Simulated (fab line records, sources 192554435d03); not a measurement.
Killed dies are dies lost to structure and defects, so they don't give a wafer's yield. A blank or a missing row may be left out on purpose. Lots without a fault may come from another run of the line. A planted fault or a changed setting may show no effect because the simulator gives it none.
Which tool did it? | flow n5_finfet | 15 lots, 45 wafers sampled, at 4 steps of a route of 1938

WHAT THE GAUGES READ, wafer by wafer
The record holds no reading of a measuring or inspecting step that can be judged against a usual standard deviation.

WHICH TOOL RAN EACH LOT (tool, then ch and the chambers of the sampled wafers, then the start)
lot  | N5_MIM_BOT_DEGAS_01          | N5_MIM_TOP_ALD_01                           | N5_MIM_BOT_LITHO_EXPOSE_05        | N5_MIM_BOT_ETCH_ETCH_03
L590 | pvd_sputter-01, day 11 20:43 | ald_hk-03 ch 0,1, day 11 22:35 or earlier   | krf_scanner-02 ch 0, day 11 22:35 | rie_metal-02 ch 1, day 11 23:01
L592 | pvd_sputter-03, day 12 06:11 | ald_hk-01 ch 1,2,3, day 12 08:11 or earlier | krf_scanner-01 ch 0, day 12 08:11 | rie_metal-01 ch 0,1, day 12 08:38
L593 | pvd_sputter-01, day 12 10:06 | ald_hk-02 ch 0,1,2, day 12 12:32 or earlier | krf_scanner-02 ch 0, day 12 12:32 | rie_metal-01 ch 0,1, day 12 12:58
L594 | pvd_sputter-02, day 12 23:46 | ald_hk-03 ch 0,3, day 13 01:28 or earlier   | krf_scanner-02 ch 0, day 13 01:28 | rie_metal-03 ch 1, day 13 01:53
L597 | pvd_sputter-03, day 13 20:09 | ald_hk-01 ch 0,1,3, day 13 21:59 or earlier | krf_scanner-01 ch 0, day 13 21:59 | rie_metal-03 ch 0,1, day 13 22:23
L596 | pvd_sputter-03, day 14 10:55 | ald_hk-03 ch 0,2,3, day 14 14:23 or earlier | krf_scanner-02 ch 0, day 14 14:23 | rie_metal-03 ch 0,1, day 14 14:49
L599 | pvd_sputter-02, day 14 18:32 | ald_hk-02 ch 0,1,2, day 14 20:43 or earlier | krf_scanner-01 ch 0, day 14 20:43 | rie_metal-02 ch 0,1, day 14 21:08
L601 | pvd_sputter-02, day 15 11:27 | ald_hk-01 ch 2,3, day 15 13:47 or earlier   | krf_scanner-02, day 15 13:47      | -
L603 | pvd_sputter-03, day 15 20:19 | ald_hk-02 ch 2,3, day 15 22:38 or earlier   | krf_scanner-01, day 15 22:38      | -
L602 | pvd_sputter-02, day 15 20:44 | ald_hk-03 ch 1,2, day 16 00:33 or earlier   | krf_scanner-02, day 16 00:33      | -
L600 | pvd_sputter-02, day 15 23:53 | ald_hk-02 ch 0,3, day 16 02:01 or earlier   | krf_scanner-01 ch 0, day 16 02:01 | rie_metal-03 ch 0,1, day 16 02:28
L605 | pvd_sputter-01, day 16 16:27 | ald_hk-01 ch 0,3, day 16 19:55 or earlier   | krf_scanner-02 ch 0, day 16 19:55 | rie_metal-03 ch 0,1, day 16 20:20
L610 | pvd_sputter-02, day 17 05:19 | ald_hk-02 ch 0,1,2, day 17 11:11 or earlier | krf_scanner-01 ch 0, day 17 11:11 | rie_metal-03 ch 0,1, day 17 11:37
L612 | pvd_sputter-03, day 17 22:56 | ald_hk-02 ch 0,1,3, day 18 01:13 or earlier | krf_scanner-02 ch 0, day 18 01:13 | rie_metal-03 ch 0,1, day 18 01:38
L613 | pvd_sputter-03, day 18 12:20 | ald_hk-02 ch 0,3, day 18 14:23 or earlier   | krf_scanner-01 ch 0, day 18 14:23 | rie_metal-02 ch 0, day 18 15:13
- N5_MIM_BOT_DEGAS_01: time 60 s.
- N5_MIM_TOP_ALD_01: deposits HfO2, target thk 5.6 nm, pulse time 1 s, purge time 3 s.
- N5_MIM_BOT_LITHO_EXPOSE_05: exposes mask MIM BOT.
- N5_MIM_BOT_ETCH_ETCH_03: etches the open film in Cl2/BCl3, target depth 12 nm.

WHAT THE TOOLS THEMSELVES READ (means of the sampled wafers that have a number; where no wafer has one, the mark that the record gives instead)
N5_MIM_BOT_DEGAS_01. Usual: heater_power_w 471 W, standard deviation 37.
lot  | tool           | heater_power_w (W) | flag
L590 | pvd_sputter-01 | 459                |
L592 | pvd_sputter-03 | 486                |
L593 | pvd_sputter-01 | 443                |
L594 | pvd_sputter-02 | 489                |
L597 | pvd_sputter-03 | 490                |
L596 | pvd_sputter-03 | 448                |
L599 | pvd_sputter-02 | 477                |
L601 | pvd_sputter-02 | 483                |
L603 | pvd_sputter-03 | 447                |
L602 | pvd_sputter-02 | 481                |
L600 | pvd_sputter-02 | 471                |
L605 | pvd_sputter-01 | 447                |
L610 | pvd_sputter-02 | 481                |
L612 | pvd_sputter-03 | 482                |
L613 | pvd_sputter-03 | 485                |

N5_MIM_TOP_ALD_01. Usual: precursor_pulse_height_rel 1.001, standard deviation 0.022.
lot  | tool      | precursor_pulse_height_rel | flag
L590 | ald_hk-03 | 0.995                      |
L592 | ald_hk-01 | 0.990                      |
L593 | ald_hk-02 | 0.995                      |
L594 | ald_hk-03 | 0.995                      |
L597 | ald_hk-01 | 0.979                      |
L596 | ald_hk-03 | 1.019                      |
L599 | ald_hk-02 | 0.988                      |
L601 | ald_hk-01 | 0.996                      |
L603 | ald_hk-02 | 1.019                      |
L602 | ald_hk-03 | 1.028                      |
L600 | ald_hk-02 | 0.995                      |
L605 | ald_hk-01 | 0.996                      |
L610 | ald_hk-02 | 0.988                      |
L612 | ald_hk-02 | 0.991                      |
L613 | ald_hk-02 | 0.980                      |

N5_MIM_BOT_LITHO_EXPOSE_05. Usual: exposure_dose_mJ_cm2 24.249, standard deviation 0.022; focus_offset_nm 0.0 nm, standard deviation 0.6.
lot  | tool           | exposure_dose_mJ_cm2 | focus_offset_nm (nm) | flag
L590 | krf_scanner-02 | 24.255               | 0.1                  |
L592 | krf_scanner-01 | 24.290               | 0.1                  |
L593 | krf_scanner-02 | 24.224               | -0.5                 |
L594 | krf_scanner-02 | 24.233               | -0.1                 |
L597 | krf_scanner-01 | 24.240               | 0.3                  |
L596 | krf_scanner-02 | 24.229               | -0.4                 |
L599 | krf_scanner-01 | 24.256               | 0.1                  |
L601 | krf_scanner-02 | -                    | -                    | OFF
L603 | krf_scanner-01 | -                    | -                    | OFF
L602 | krf_scanner-02 | -                    | -                    | OFF
L600 | krf_scanner-01 | 24.255               | -0.3                 |
L605 | krf_scanner-02 | 24.257               | 0.8                  |
L610 | krf_scanner-01 | 24.277               | -0.8                 |
L612 | krf_scanner-02 | 24.251               | -0.3                 |
L613 | krf_scanner-01 | 24.242               | 0.2                  |

N5_MIM_BOT_ETCH_ETCH_03. Usual: drypump_motor_current_A 5.7 A, standard deviation 0.61; oes_product_au 0.80 a.u., standard deviation 0.078; throttle_valve_pct 27.51 %, standard deviation 0.2.
lot  | tool         | drypump_motor_current_A (A) | oes_product_au (a.u.) | throttle_valve_pct (%) | flag
L590 | rie_metal-02 | 6.1                         | 0.72                  | 27.76                  |
L592 | rie_metal-01 | 5.5                         | 0.87                  | 27.34                  |
L593 | rie_metal-01 | 5.5                         | 0.86                  | 27.35                  |
L594 | rie_metal-03 | 5.7                         | 0.73                  | 27.43                  |
L597 | rie_metal-03 | 5.9                         | 0.76                  | 27.46                  |
L596 | rie_metal-03 | 6.0                         | 0.76                  | 27.46                  |
L599 | rie_metal-02 | 5.6                         | 0.87                  | 27.81                  |
L600 | rie_metal-03 | 6.2                         | 0.78                  | 27.51                  |
L605 | rie_metal-03 | 6.0                         | 0.74                  | 27.48                  |
L610 | rie_metal-03 | 6.0                         | 0.73                  | 27.48                  |
L612 | rie_metal-03 | 6.2                         | 0.76                  | 27.50                  |
L613 | rie_metal-02 | 5.3                         | 0.88                  | 27.85                  |

THE ANSWER, worked out from the rows above alone
Rule: a lot is off if the mean of its wafers that have a number lies more than 3 standard deviations from the usual mean. A lot without any number at a reading at which 4 lots or more have one is off too. The other lots that the step has rows for count as sound. The gauges are gone through in route order, then the tools' own readings, and for those a lot's mean is taken as printed above. The first step at which some lot is off is used, and at that step the reading that is off furthest; a lot without a number counts as furthest.
Off: L601, L603, L602, at N5_MIM_BOT_LITHO_EXPOSE_05 (exposure_dose_mJ_cm2). Without a number there: L601, L603, L602.
A tool fits if, at that step or a process step before it, it ran every lot that is off, and no sound lot after the first of them. N5_MIM_TOP_ALD_01 gives no start for some lots, so the hours and the order of its lots are those of N5_MIM_BOT_LITHO_EXPOSE_05. None of those tried fits.

WHAT THE SIMULATOR HAD PUT IN
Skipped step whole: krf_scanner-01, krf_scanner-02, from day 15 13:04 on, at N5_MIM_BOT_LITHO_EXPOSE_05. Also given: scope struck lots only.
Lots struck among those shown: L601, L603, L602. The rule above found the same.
